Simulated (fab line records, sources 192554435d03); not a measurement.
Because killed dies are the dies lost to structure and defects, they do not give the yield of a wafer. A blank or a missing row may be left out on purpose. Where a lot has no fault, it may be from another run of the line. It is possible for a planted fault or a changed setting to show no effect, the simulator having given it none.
fab line records	flow n5-finfet
record: lots: 4	wafers: 12	last-day: 17
route steps=1938 shown BEOL_M4@1099 BEOL_M5@1112 BEOL_M12@1643 PASSIVATION@1936
lots untouched by any fault: they come from a run of this same line in which no faults occurred
start-h: start of the lot's first displayed wafer, in hours after the record's first day	wait-h: time in hours since the lot's previous step	" unchanged from the row above	L1.1+2: several wafers, shown together as one row	- no value present, or no start provided	* or withheld: withheld	< > ~ a bound
route shown NAME@n: NAME is a module with steps in the file, n the number in the route of the first one	usual: the fault-free wafers' mean and standard deviation	same: alike in all rows	chamber/n: place in a boat	sites: the reading at each site	_std_site: standard deviation of those values	_edge_site: inner sites' mean taken away from outer sites' mean	radius-mm: how far each site lies from the wafer's centre	mask NAME#n: copy n	behind: the last tool/chamber to shape the wafer	hold: what put the lot on hold/how long, in hours/how the hold closed	device: whichever transistor did not switch (one of n, p or np)	end of line: tests of these same wafers at the route's end	where a step has no rows: the recipe by itself	killed: the dies lost at the first sort to structure and to defects; this is not the yield of the wafer	map: shows each die of a wafer: x if killed, . if not, _ if none is there
set.NAME: the setting the step ran with; set.NAME@STEP: the setting that earlier step ran with	model.NAME: the simulator's own value behind a step, which no gauge read
lots at some steps of the route; a table a step, a row a wafer
services: from which hour (start-h, from the record's first day; less than 0 if before it) a tool's chamber was out of use, for how many hours, and why
== steps ==
step: N5_BEOL_M4_ANNEAL_95
recipe: temp-c: 400	time-s: 240	ambient: vacuum
step: N5_BEOL_M4_SPUTTER_96
recipe: material: Cu	target-thk-a: 45	temp-c: -20	chamber-pressure-pa: 0.07	power-w: withheld	time-s: 8.29
step: N5_BEOL_M4_ECD_50
recipe: material: Cu	target-thk-a: 3000
step: N5_BEOL_M4_ANNEAL_51
recipe: temp-c: 225	time-s: 90	ambient: N2
step: N5_BEOL_M4_CMP_52
recipe: stop-on: SiOC	t-overpolish-s: 6.8	down-force-psi: 1	platen-rpm: 50	clearing-platen-down-force-psi: 1.5	clearing-platen-rpm: 50	post-cmp-clean: cu-alkaline	target-thk-nm: 40	clearing-platen-pad-velocity-m-s: 0.99484	pad-velocity-m-s: 0.99484
step: N5_BEOL_M4_PRE_CLEAN_60
recipe: gas: NH3/H2	time-s: 15	temp-c: *	rf-power-w: 300
step: N5_BEOL_M4_CO_CAP_55
recipe: material: Co	target-thk-a: 20	temp-c: 200	precursor: CCTBA/H2	pressure-torr: 30	time-s: 102.1
step: N5_BEOL_M4_PRE_CLEAN_56
recipe: gas: NH3	time-s: 15	temp-c: withheld	rf-power-w: 300
step: N5_BEOL_M4_DEP_57
recipe: material: SiCN	target-thk-a: 80	temp-c: withheld	precursor: 3MS/NH3	pressure-torr: 3	rf-w: 202	time-s: 14
step: N5_BEOL_M4_RC_MEAS_101
usual: DIBL_N: 36.5/1.4	DIBL_P: 36.6/1.6	IOFF_N: 0.160/0.024	IOFF_P: 0.217/0.029	ION_N: 674/8.7	ION_P: 464/6.5	SS_N: 71.6/0.47	SS_P: 73.4/0.57	VT_N: 250.0/2.5	VT_P: -250/3.1
lot.wafer	tool	chamber	start-h	wait-h	DIBL_N[mV/V]	DIBL_P[mV/V]	IOFF_N[nA/um]	IOFF_P[nA/um]	ION_N[uA/um]	ION_P[uA/um]	SS_N[mV/dec]	SS_P[mV/dec]	VT_N[mV]	VT_P[mV]
L116.1	prober-01	0	185.45	0.0	37.1	37.6	0.187	0.222	687	466	72.2	73.6	246.3	-249
L116.3	"	0	"	"	35.5	35.4	0.145	0.185	666	458	71.4	73.0	250.0	-252
L116.6	"	0	"	"	35.0	34.4	0.145	0.177	667	456	71.6	72.6	251.0	-253
L132.1	prober-01	0	277.95	0.0	34.6	36.7	0.141	0.195	666	460	71.8	72.6	252.7	-252
L132.2	"	0	"	"	34.3	35.8	0.130	0.185	659	456	71.4	73.3	254.4	-252
L132.3	"	0	"	"	33.7	35.7	0.128	0.182	660	456	71.2	72.3	254.5	-254
L135.4	prober-01	0	286.84	0.5	35.6	35.8	0.148	0.229	680	473	71.2	73.2	249.0	-248
L135.5	"	0	"	"	37.5	37.4	0.180	0.263	685	473	71.9	73.4	247.9	-243
L135.6	"	0	"	"	34.8	34.1	0.131	0.214	668	469	71.3	73.2	252.6	-248
L137.2	prober-02	0	304.29	0.2	38.1	38.6	0.208	0.260	689	466	71.6	73.7	244.8	-247
L137.4	"	0	"	"	37.4	36.5	0.174	0.223	680	465	72.1	73.2	249.1	-249
L137.5	"	0	"	"	37.2	36.6	0.172	0.221	677	460	71.8	73.5	249.9	-250
step: N5_BEOL_M5_ILD_DEP_00
recipe: material: SiCOH_lowk	target-thk-a: 1406.4	temp-c: 300	precursor: DEMS/porogen	pressure-torr: 5	rf-w: 500	time-s: 25.9
step: N5_BEOL_M5_CURE_79
recipe: temp-c: 385	time-s: 240	ambient: He/Ar	material: SiCOH_lowk
step: N5_BEOL_M5_PECVD_70
recipe: material: SiO2	target-thk-a: 160	temp-c: 400	precursor: TEOS/O2	pressure-torr: 5.5	rf-w: 450	teos-flow-sccm: 53.8	gas: O2	flow-sccm: 3000	time-s: 18
step: N5_BEOL_M5_HM_DEP_02
recipe: material: TiN	target-thk-a: 200	temp-c: 25	chamber-pressure-pa: 0.49996
step: N5_BEOL_M5_COAT_59
recipe: resist: SOC	temp-c: 250	time-s: 60	spin-rpm: 1500	resist-thk-nm: 60
step: N5_BEOL_M5_COAT_60
recipe: resist: SiARC	temp-c: 220	time-s: 60	spin-rpm: 1500	resist-thk-nm: 12
step: N5_BEOL_M5_COAT_71
recipe: resist: underlayer	temp-c: 205	time-s: 60	spin-rpm: 1500	resist-thk-nm: 5
step: N5_BEOL_M5_COAT_05
recipe: resist: CAR-EUV	spin-rpm: 1500	resist-thk-nm: 30
step: N5_BEOL_M5_EBR_07
recipe: solvent: PGMEA	ebr-width-mm: 1.5
step: N5_BEOL_M5_SOFTBAKE_06
recipe: temp-c: 110	time-s: 60	resist: CAR-EUV
step: N5_BEOL_M5_EXPOSE_08
recipe: mask-id: M5	na: 0.33	source-shape: annular	sigma-inner: 0.4	sigma-outer: 0.8	polarization: unpolarized	target-cd-nm: 28	dose-mj: 35.75
step: N5_BEOL_M5_PEB_09
recipe: peb-temp-c: 100	peb-time-s: 60	resist: CAR-EUV
step: N5_BEOL_M5_DEVELOP_10
recipe: develop-time-s: 30	developer: TMAH	resist: CAR-EUV	rinse-liquid: surfactant-rinse	dry: air-spin	dev-temp-c: 23
step: N5_BEOL_M5_DESCUM_16
recipe: chemistry: O2	time-s: 7	source-power-w: 50	bias-power-w: 20	pressure-mtorr: 20	rf-frequency-hz: 2.712e+07	temp-c: 40	resist: CAR-EUV	o2-flow-sccm: 225
step: N5_BEOL_M5_ETCH_72
recipe: chemistry: N2/H2	target: underlayer	target-depth-a: 65	mask-material: CAR-EUV	time-s: 5.2	ion-energy-ev: 200	pressure-mtorr: 30	source-w: 840	bias-w: 150	n2-flow-sccm: 200	h2-flow-sccm: 200	ends: cleared
step: N5_BEOL_M5_ETCH_61
recipe: chemistry: CF4	target: SiARC	target-depth-a: 156	mask-material: CAR-EUV	time-s: 26	ion-energy-ev: 80	pressure-mtorr: 40	source-w: 545	bias-w: 36	Ar_flow_sccm: 100	cf4-flow-sccm: 100	ends: cleared
step: N5_BEOL_M5_ETCH_62
recipe: chemistry: N2/H2	target: SOC	target-depth-a: 750	overetch-a: 150	mask-material: SiARC	temp-c: 40	time-s: 112.5	ion-energy-ev: 200	pressure-mtorr: 30	source-w: 840	bias-w: 150	n2-flow-sccm: 200	h2-flow-sccm: 200
step: N5_BEOL_M5_STRIP_63
recipe: chemistry: N2/H2	temp-c: 40	n2-flow-sccm: 200	h2-flow-sccm: 200	rf-frequency-hz: 6e+07
step: N5_BEOL_M5_STRIP_73
recipe: chemistry: N2/H2	temp-c: 40	n2-flow-sccm: 200	h2-flow-sccm: 200	rf-frequency-hz: 6e+07
step: N5_BEOL_M5_STRIP_64
recipe: chemistry: CF4	resist: SiARC	power-w: 300	bias-power-w: 75	pressure-mtorr: 50	cf4-flow-sccm: 150	rf-frequency-hz: 6e+07
step: N5_BEOL_M5_HM_OPEN_17
recipe: chemistry: Cl2/BCl3	target-depth-a: 200	overetch-a: 60	target: TiN	mask-material: SOC	ion-energy-ev: 150	pressure-mtorr: 10	icp-w: 1000	bias-w: 126	Cl2_flow_sccm: 53.25	bcl3-flow-sccm: 21.75	Ar_flow_sccm: 25
step: N5_BEOL_M5_STRIP_19
recipe: chemistry: O2	power-w: 400	temp-c: 40	pressure-mtorr: 30	rf-frequency-hz: 6e+07	bias-power-w: 0	overash-fraction: 0.2	o2-flow-sccm: 225
step: N5_BEOL_M5_COAT_65
recipe: resist: SOC	temp-c: 250	time-s: 60	spin-rpm: 1500	resist-thk-nm: 60
step: N5_BEOL_M5_COAT_66
recipe: resist: SiARC	temp-c: 220	time-s: 60	spin-rpm: 1500	resist-thk-nm: 12
step: N5_BEOL_M12_ETCH_38
recipe: chemistry: CF4/N2	target: SiCN	target-depth-a: 687	taper-deg: 2	time-s: 73.4	ion-energy-ev: 150	mask-material: SiO2	pressure-mtorr: 40	source-w: 430	bias-w: 70	Ar_flow_sccm: 100	cf4-flow-sccm: 60	n2-flow-sccm: 60
usual: bias-w: 70.02/0.2	cf4-flow-sccm: 60.02/0.17	drypump-motor-current-A: 5.7/0.45	oes-product-au: 0.78/0.079	rf-fwd-power-W: 428.2/1.4	rf-vpp-V: 382.5/1.9	showerhead-plenum-p-Torr: 2.21/0.073	throttle-valve-pct: 15.51/0.26
lot.wafer	tool	chamber	start-h	wait-h	bias-w	cf4-flow-sccm	drypump-motor-current-A	oes-product-au	rf-fwd-power-W	rf-hours-counter-h	rf-vpp-V	showerhead-plenum-p-Torr	throttle-valve-pct	model.SiOC_of_BEOL_M12_ILD_DEP_00.thk-nm
L116.1	rie-diel-01	1	253.60	-	69.94	59.95	5.6	0.82	430.2	86	385.0	2.32	15.28	603.8
L116.3	"	1	"	"	70.18	59.84	5.6	0.81	427.9	-	384.5	2.32	15.28	598.2
L116.6	"	0	"	"	70.07	59.81	5.6	0.71	429.3	-	378.4	2.10	15.73	615.2
L132.1	rie-diel-01	0	337.94	-	-	-	-	-	-	-	-	-	-	656.6
L132.2	"	1	"	"	-	-	-	-	-	-	-	-	-	653
L132.3	"	3	"	"	-	-	-	-	-	-	-	-	-	663.6
L135.4	rie-diel-06	2	346.11	-	-	-	-	-	-	-	-	-	-	665.4
L135.5	"	3	"	"	-	-	-	-	-	-	-	-	-	662.4
L135.6	"	0	"	"	-	-	-	-	-	-	-	-	-	654
L137.2	rie-diel-06	1	371.95	-	69.57	60.16	5.0	0.82	428.5	82	380.4	2.14	15.31	617.2
L137.4	"	1	"	"	69.95	60.21	5.0	0.82	428.2	-	382.2	2.14	15.30	620.6
L137.5	"	2	"	"	70.21	60.07	5.4	0.70	429.1	-	383.5	2.26	15.93	623.6
step: N5_BEOL_M12_CMP_49
recipe: stop-on: SiOC	t-overpolish-s: 20.6	down-force-psi: 1	platen-rpm: 50	clearing-platen-down-force-psi: 1.5	clearing-platen-rpm: 50	post-cmp-clean: cu-alkaline	target-thk-nm: 320	clearing-platen-pad-velocity-m-s: 0.99484	pad-velocity-m-s: 0.99484
usual: motor-current-A: 6.3/0.55	retaining-ring-pressure-frac: 1.000/0.005
lot.wafer	tool	chamber	start-h	wait-h	motor-current-A	retaining-ring-pressure-frac	model.SiOC_of_BEOL_M12_ILD_DEP_00.thk-nm
L116.1	cmp-03	0	254.71	0.3	6.0	0.999	593.8
L116.3	"	1	"	"	6.4	0.993	588.2
L116.6	"	1	"	"	6.4	0.995	605.2
L132.2	cmp-03	0	339.38	0.2	5.8	0.999	643
L132.3	"	1	"	"	6.4	0.992	653.6
L132.1	"	2	"	"	7.2	1.007	646.6
L135.4	cmp-03	2	348.84	0.2	7.2	1.004	655.4
L135.5	"	1	"	"	6.5	0.994	652.4
L135.6	"	2	"	"	7.2	1.004	644
L137.4	cmp-03	3	372.94	0.1	6.3	0.993	610.6
L137.2	"	1	"	"	6.5	0.997	607.2
L137.5	"	0	"	"	5.7	1.007	613.6
step: N5_PASSIVATION_PROBE_49
usual: defect-limited-yield: 91.2/1.4	killed_at_M0_to_M3: 34/9.4	killed_at_M4_up: 13/5.8	killed-at-contacts: 13/6.4	killed-at-front-end: 41/11	killed-at-other: 3.1/2.3	killed-dies: 103/16	killed-on-rim: 13/3.4	killed-open: 69/12	killed-short: 33/7.8	sort_bin_5_function: 5.1/0.91	sort_bin_6_memory: 3.3/0.63	sort-n-pass: 1077/16	sort-yield-pct: 91.2/1.4
same: gross-dies: 1180	killed-at-back-side: 0	sort_bin_4_leakage[%]: 0	sort_bin_8_speed[%]: 0
lot.wafer	tool	chamber	start-h	wait-h	defect-limited-yield[%]	killed_at_M0_to_M3	killed_at_M4_up	killed-at-contacts	killed-at-front-end	killed-at-other	killed-dies	killed-on-rim	killed-open	killed-short	sort_bin_5_function[%]	sort_bin_6_memory[%]	sort-n-pass	sort-yield-pct[%]
L116.1	prober-02	-	283.78	0.0	90.9	31	7	20	48	1	107	14	74	33	5.4	3.2	1073	90.9
L116.3	prober-02	-	283.88	0.1	90.0	42	15	6	50	5	118	11	77	41	5.8	3.7	1062	90.0
L116.6	prober-02	-	284.03	0.3	91.8	25	8	22	41	1	97	12	62	32	4.9	2.9	1083	91.8
L132.1	prober-01	-	374.02	0.0	0	42	1109	7	19	3	1180	152	48	32	97.2	2.5	0	0
L132.2	prober-01	-	374.07	0.1	0	22	1122	9	19	8	1180	152	51	20	97.0	2.6	0	0
L132.3	prober-01	-	374.12	0.1	0	29	1119	10	17	5	1180	152	46	31	96.4	3.3	0	0
L135.4	prober-01	-	380.18	0.2	0	40	1088	10	42	0	1180	152	72	35	96.1	3.6	0	0
L135.5	prober-01	-	380.23	0.2	0	54	1044	21	58	3	1180	152	95	56	94.5	5.3	0	0
L135.6	prober-01	-	380.28	0.3	0	65	1058	14	40	3	1180	152	87	42	95.5	3.9	0	0
killed by level:class
L116.1 MOL_CONTACT_COAG:geometric-particle:open=12 FIN_SAQP:geometric-particle:open=11 MOL_CONTACT_COAG:geometric-particle:short=8 STI_FIN_REVEAL:geometric-particle:open=7 GATE_CUT:geometric-particle:short=7 BEOL_M2:geometric-particle:open=7 BEOL_M1:geometric-particle:open=7 FIN_SAQP:geometric-particle:short=5
L116.3 STI_FIN_REVEAL:geometric-particle:open=15 BEOL_M0_SAQP:geometric-particle:open=12 BEOL_M2:geometric-particle:open=8 FIN_SAQP:geometric-particle:short=7 ILD0:geometric-particle:short=7 BEOL_M0_SAQP:geometric-particle:short=6 FIN_SAQP:geometric-particle:open=5 STI_FIN_REVEAL:geometric-particle:short=5
L116.6 MOL_CONTACT_COAG:geometric-particle:open=15 FIN_SAQP:geometric-particle:open=12 MOL_CONTACT_COAG:geometric-particle:short=7 STI_FIN_REVEAL:geometric-particle:open=6 BEOL_M0_SAQP:geometric-particle:open=6 BEOL_M1:geometric-particle:open=5 BEOL_M0_SAQP:geometric-particle:short=4 STARTING-WAFER:geometric-particle:open=4
L132.1 BEOL_M12:area-etch=1100 BEOL_M0_SAQP:geometric-particle:short=8 MOL_CONTACT_COAG:geometric-particle:open=7 BEOL_M0_SAQP:geometric-particle:open=7 BEOL_M3:geometric-particle:short=7 BEOL_M1:geometric-particle:open=6 BEOL_M3:geometric-particle:open=6 STI_FIN_REVEAL:geometric-particle:open=5
L132.2 BEOL_M12:area-etch=1108 BEOL_M4:geometric-particle:open=8 MOL_CONTACT_COAG:geometric-particle:open=7 BEOL_M3:geometric-particle:open=7 STI_FIN_REVEAL:geometric-particle:open=6 BEOL_M0_SAQP:geometric-particle:short=5 BEOL_M3:geometric-particle:short=4 BEOL_M5:geometric-particle:open=3
L132.3 BEOL_M12:area-etch=1103 BEOL_M3:geometric-particle:open=8 MOL_CONTACT_COAG:geometric-particle:open=7 STI_FIN_REVEAL:geometric-particle:open=5 BEOL_M0_SAQP:geometric-particle:short=5 BEOL_M4:geometric-particle:open=5 BEOL_M4:geometric-particle:short=5 BEOL_M2:geometric-particle:short=4
L135.4 BEOL_M12:area-etch=1072 BEOL_M2:geometric-particle:open=9 BEOL_M4:geometric-particle:open=8 FIN_SAQP:geometric-particle:short=7 STI_FIN_REVEAL:geometric-particle:open=7 BEOL_M3:geometric-particle:open=7 MOL_CONTACT_COAG:geometric-particle:open=6 DUMMY_GATE:geometric-particle:open=6
L135.5 BEOL_M12:area-etch=1028 MOL_CONTACT_COAG:geometric-particle:open=17 FIN_SAQP:geometric-particle:short=16 FIN_SAQP:geometric-particle:open=12 BEOL_M0_SAQP:geometric-particle:short=12 BEOL_M3:geometric-particle:open=12 BEOL_M1:geometric-particle:open=10 BEOL_M0_SAQP:geometric-particle:open=9
L135.6 BEOL_M12:area-etch=1049 BEOL_M0_SAQP:geometric-particle:short=19 BEOL_M0_SAQP:geometric-particle:open=17 MOL_CONTACT_COAG:geometric-particle:open=14 STI_FIN_REVEAL:geometric-particle:open=10 BEOL_M3:geometric-particle:open=10 BEOL_M1:geometric-particle:open=6 BEOL_M0:geometric-particle:open=6
map L132.1 (x killed, . not)
_________________xxxxxxxxxxxx________________
______________xxxxxxxxxxxxxxxxxx_____________
___________xxxxxxxxxxxxxxxxxxxxxxxx__________
__________xxxxxxxxxxxxxxxxxxxxxxxxxx_________
________xxxxxxxxxxxxxxxxxxxxxxxxxxxxxx_______
_______xxxxxxxxxxxxxxxxxxxxxxxxxxxxxxxx______
______xxxxxxxxxxxxxxxxxxxxxxxxxxxxxxxxxx_____
_____xxxxxxxxxxxxxxxxxxxxxxxxxxxxxxxxxxxx____
____xxxxxxxxxxxxxxxxxxxxxxxxxxxxxxxxxxxxxx___
___xxxxxxxxxxxxxxxxxxxxxxxxxxxxxxxxxxxxxxxx__
___xxxxxxxxxxxxxxxxxxxxxxxxxxxxxxxxxxxxxxxx__
__xxxxxxxxxxxxxxxxxxxxxxxxxxxxxxxxxxxxxxxxxx_
__xxxxxxxxxxxxxxxxxxxxxxxxxxxxxxxxxxxxxxxxxx_
_xxxxxxxxxxxxxxxxxxxxxxxxxxxxxxxxxxxxxxxxxxxx
_xxxxxxxxxxxxxxxxxxxxxxxxxxxxxxxxxxxxxxxxxxxx
_xxxxxxxxxxxxxxxxxxxxxxxxxxxxxxxxxxxxxxxxxxxx
_xxxxxxxxxxxxxxxxxxxxxxxxxxxxxxxxxxxxxxxxxxxx
_xxxxxxxxxxxxxxxxxxxxxxxxxxxxxxxxxxxxxxxxxxxx
_xxxxxxxxxxxxxxxxxxxxxxxxxxxxxxxxxxxxxxxxxxxx
_xxxxxxxxxxxxxxxxxxxxxxxxxxxxxxxxxxxxxxxxxxxx
_xxxxxxxxxxxxxxxxxxxxxxxxxxxxxxxxxxxxxxxxxxxx
__xxxxxxxxxxxxxxxxxxxxxxxxxxxxxxxxxxxxxxxxxx_
__xxxxxxxxxxxxxxxxxxxxxxxxxxxxxxxxxxxxxxxxxx_
___xxxxxxxxxxxxxxxxxxxxxxxxxxxxxxxxxxxxxxxx__
___xxxxxxxxxxxxxxxxxxxxxxxxxxxxxxxxxxxxxxxx__
____xxxxxxxxxxxxxxxxxxxxxxxxxxxxxxxxxxxxxx___
_____xxxxxxxxxxxxxxxxxxxxxxxxxxxxxxxxxxxx____
______xxxxxxxxxxxxxxxxxxxxxxxxxxxxxxxxxx_____
_______xxxxxxxxxxxxxxxxxxxxxxxxxxxxxxxx______
________xxxxxxxxxxxxxxxxxxxxxxxxxxxxxx_______
__________xxxxxxxxxxxxxxxxxxxxxxxxxx_________
___________xxxxxxxxxxxxxxxxxxxxxxxx__________
______________xxxxxxxxxxxxxxxxxx_____________
_________________xxxxxxxxxxxx________________
map L135.4 (x killed, . not)
_________________xxxxxxxxxxxx________________
______________xxxxxxxxxxxxxxxxxx_____________
___________xxxxxxxxxxxxxxxxxxxxxxxx__________
__________xxxxxxxxxxxxxxxxxxxxxxxxxx_________
________xxxxxxxxxxxxxxxxxxxxxxxxxxxxxx_______
_______xxxxxxxxxxxxxxxxxxxxxxxxxxxxxxxx______
______xxxxxxxxxxxxxxxxxxxxxxxxxxxxxxxxxx_____
_____xxxxxxxxxxxxxxxxxxxxxxxxxxxxxxxxxxxx____
____xxxxxxxxxxxxxxxxxxxxxxxxxxxxxxxxxxxxxx___
___xxxxxxxxxxxxxxxxxxxxxxxxxxxxxxxxxxxxxxxx__
___xxxxxxxxxxxxxxxxxxxxxxxxxxxxxxxxxxxxxxxx__
__xxxxxxxxxxxxxxxxxxxxxxxxxxxxxxxxxxxxxxxxxx_
__xxxxxxxxxxxxxxxxxxxxxxxxxxxxxxxxxxxxxxxxxx_
_xxxxxxxxxxxxxxxxxxxxxxxxxxxxxxxxxxxxxxxxxxxx
_xxxxxxxxxxxxxxxxxxxxxxxxxxxxxxxxxxxxxxxxxxxx
_xxxxxxxxxxxxxxxxxxxxxxxxxxxxxxxxxxxxxxxxxxxx
_xxxxxxxxxxxxxxxxxxxxxxxxxxxxxxxxxxxxxxxxxxxx
_xxxxxxxxxxxxxxxxxxxxxxxxxxxxxxxxxxxxxxxxxxxx
_xxxxxxxxxxxxxxxxxxxxxxxxxxxxxxxxxxxxxxxxxxxx
_xxxxxxxxxxxxxxxxxxxxxxxxxxxxxxxxxxxxxxxxxxxx
_xxxxxxxxxxxxxxxxxxxxxxxxxxxxxxxxxxxxxxxxxxxx
__xxxxxxxxxxxxxxxxxxxxxxxxxxxxxxxxxxxxxxxxxx_
__xxxxxxxxxxxxxxxxxxxxxxxxxxxxxxxxxxxxxxxxxx_
___xxxxxxxxxxxxxxxxxxxxxxxxxxxxxxxxxxxxxxxx__
___xxxxxxxxxxxxxxxxxxxxxxxxxxxxxxxxxxxxxxxx__
____xxxxxxxxxxxxxxxxxxxxxxxxxxxxxxxxxxxxxx___
_____xxxxxxxxxxxxxxxxxxxxxxxxxxxxxxxxxxxx____
______xxxxxxxxxxxxxxxxxxxxxxxxxxxxxxxxxx_____
_______xxxxxxxxxxxxxxxxxxxxxxxxxxxxxxxx______
________xxxxxxxxxxxxxxxxxxxxxxxxxxxxxx_______
__________xxxxxxxxxxxxxxxxxxxxxxxxxx_________
___________xxxxxxxxxxxxxxxxxxxxxxxx__________
______________xxxxxxxxxxxxxxxxxx_____________
_________________xxxxxxxxxxxx________________
== services ==
tool	chamber	start-h	hours	kind
rie-diel-01	2	231.57	-	clean
rie-diel-01	2	231.57	-	consumable-replace:focus-ring
rie-diel-01	2	231.57	32.8	scheduled-down
rie-diel-01	2	231.57	32.8	vent-cycle
rie-diel-06	1	266.28	23.2	repair
cmp-03	-	282.73	4.0	pm
cmp-03	-	286.73	-	consumable-replace:conditioner
cmp-03	-	286.73	-	consumable-replace:pad
cmp-03	-	310.68	2.1	pm
cmp-03	-	321.71	1.7	repair
rie-diel-01	0	346.38	-	clean
rie-diel-01	0	346.38	-	consumable-replace:focus-ring
rie-diel-01	0	346.38	26.3	scheduled-down
rie-diel-01	0	346.38	26.3	vent-cycle
rie-diel-06	3	353.66	29.7	repair
rie-diel-06	1	363.58	4.0	repair
== key ==
first-sign: step: N5_BEOL_M12_ETCH_38	reading: tool-record	direction: missing
effect: step: N5_PASSIVATION_PROBE_49	reading: killed_at_M4_up	direction: up	sigmas: 99+	usual: 13	struck: 1090
model-effect: step: N5_BEOL_M12_ETCH_38	value: SiOC_of_BEOL_M12_ILD_DEP_00.thk-nm	without: 610.5	struck: 659.2
model-effect: step: N5_BEOL_M12_CMP_49	value: SiOC_of_BEOL_M12_ILD_DEP_00.thk-nm	without: 600.5	struck: 649.2
more-kills-born-at: N5_BEOL_M12_ETCH_38@rie-diel-01: 3311	N5_BEOL_M12_ETCH_38@rie-diel-06: 3149
met-at N5_BEOL_M12_ETCH_38
struck-wafers L132.1,L132.2,L132.3,L135.4,L135.5,L135.6
later-rows-left-out L132.1,L132.2,L132.3,L135.4,L135.5,L135.6
onset-between 253.60 337.94
fault: kind: skipped-step-whole	tool: rie-diel-01,rie-diel-06	chamber: -	onset-h: 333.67	steps: N5_BEOL_M12_ETCH_38	scope: struck-lots-only
later-rows-left-out: the simulator's readings of these wafers behind a module that went badly wrong aren't trusted and aren't shown, but for the sort
